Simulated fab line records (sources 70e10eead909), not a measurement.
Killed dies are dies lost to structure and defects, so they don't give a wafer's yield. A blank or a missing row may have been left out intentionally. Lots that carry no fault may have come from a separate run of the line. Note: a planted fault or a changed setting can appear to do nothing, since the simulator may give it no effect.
A lot that was struck, set against a sound lot	flow nand_harc	15 steps out of a route of 1302
Sound: wafers L243.2, L243.3, L243.4. Struck: wafer L254.6; the same lot's L254.2 was not struck, so it is left out; see the end for the cause.
For every step that has rows: the tool of each side, followed by ch and its chambers, followed by its first start. Under that, the readings that differ: sound wafers	struck wafers	difference of the means	sigmas: that difference in standard deviations of wafers without a fault.
alike: words and numbers the same on both sides, and readings whose means are apart by under 2 such deviations; not compared: readings that were withheld, readings missing a value for some wafer, numbers with overlapping values and no deviation given by the record, and bounds like >300 which may hide the same value.
Wherever a step has rows on one side only, a row that says differs or no value, or a row with sigmas, the two part there. Numbers that have no deviation but don't overlap get no sigmas and don't part them. A reading missing from all wafers of one side parts the sides only when that side holds two or more wafers.

first, 4 steps without rows for these wafers: NHARC_P_BONDPAD_EBR_05; NHARC_P_BONDPAD_EXPOSE_06 (exposes mask P BPAD); NHARC_P_BONDPAD_PEB_07 (peb time 80 s); NHARC_P_BONDPAD_DEVELOP_08 (time 50 s).
NHARC_P_BONDPAD_CD_MEAS_09 targets a cd of 500 nm.
  sound on cd_sem-02 ch 0, day 9 16:28; struck on cd_sem-03 ch 0, day 14 12:23
  alike: cd_nm
NHARC_P_BONDPAD_OVL_MEAS_38:
  sound: overlay-01 at day 9 16:34; struck: overlay-01 at day 14 12:29
  alike: overlay_x_nm, overlay_y_nm
then, 1 step without rows for these wafers: NHARC_P_BONDPAD_HARDBAKE_10 (time 65 s).
NHARC_P_BONDPAD_DESCUM_11: chemistry O2, time 3 s.
  sound on rie_diel-12 ch 0,1,3, day 9 16:41; struck on rie_diel-12 ch 1, day 14 12:37
  alike: drypump_motor_current_A, oes_product_au, rf_vpp_V, showerhead_plenum_p_Torr, throttle_valve_pct
  not compared: rf_hours_counter_h
NHARC_P_BONDPAD_ETCH_37: etches the open film in N2/H2, target depth 60 nm, overetch 18 nm, time 65.91 s.
  sound on rie_diel-12 ch 0,1,2, day 9 16:46; struck on rie_diel-12 ch 2, day 14 12:42
reading	sound	struck	difference	sigmas
run_length_s (s)	86.5 86.6 87.9	88.2	+1.2	+2
throttle_valve_pct (%)	14.159 14.162 14.170	14.191	+0.027	+3
  alike: drypump_motor_current_A, oes_product_au, rf_vpp_V, showerhead_plenum_p_Torr
  not compared: rf_hours_counter_h
NHARC_P_BONDPAD_ETCH_12: etches the open film in CHF3/O2, target depth 200 nm, time 100 s.
  sound on rie_diel-12 ch 0,1,3; struck on rie_diel-12 ch 2
reading	sound	struck	difference	sigmas
drypump_motor_current_A (A)	5.6 5.6 5.8	6.7	+1.0	+3
  alike: oes_product_au, rf_vpp_V, run_length_s, showerhead_plenum_p_Torr, throttle_valve_pct
  not compared: rf_hours_counter_h
NHARC_P_BONDPAD_CD_MEAS_13:
  sound: cd_sem-02 at day 9 17:00; struck: cd_sem-03 at day 14 12:58
  alike: cd_nm
NHARC_P_BONDPAD_STRIP_15: strips in O2.
  sound on rie_diel-10 ch 0,1,2, day 9 17:04; struck on rie_diel-01 ch 2, day 14 13:05
  alike: drypump_motor_current_A, oes_product_au, rf_vpp_V, showerhead_plenum_p_Torr, throttle_valve_pct
  not compared: rf_hours_counter_h
NHARC_P_BONDPAD_ETCH_24: etches the open film in CF4/N2, target depth 30 nm, time 72.99 s.
  sound on rie_diel-10 ch 0,2,3, day 9 17:13; struck on rie_diel-01 ch 3, day 14 13:13
reading	sound	struck	difference	sigmas
cf4_flow_sccm (sccm)	50.14 50.02 50.23	49.74	-0.39	-3
rf_vpp_V (V)	315.9 314.0 316.9	310.9	-4.7	-2
run_length_s (s)	94.4 95.2 94.5	104.3	+9.6	+18
showerhead_plenum_p_Torr (Torr)	2.71 2.60 2.80	2.46	-0.24	-2
  alike: drypump_motor_current_A, oes_product_au, throttle_valve_pct
  not compared: rf_hours_counter_h
then, 1 step without rows for these wafers: NHARC_P_BONDPAD_STRIP_16 (strips in post etch residue remover, time 600 s).
NHARC_END_SORT_01:
  the record has rows for the sound wafers here (prober-02 ch 0, day 27 07:01) and none for the struck ones

== WHERE THEY PART ==
Last at NHARC_END_SORT_01 as far as this record goes, first at NHARC_P_BONDPAD_ETCH_37.

WHY: what had been put in by the simulator
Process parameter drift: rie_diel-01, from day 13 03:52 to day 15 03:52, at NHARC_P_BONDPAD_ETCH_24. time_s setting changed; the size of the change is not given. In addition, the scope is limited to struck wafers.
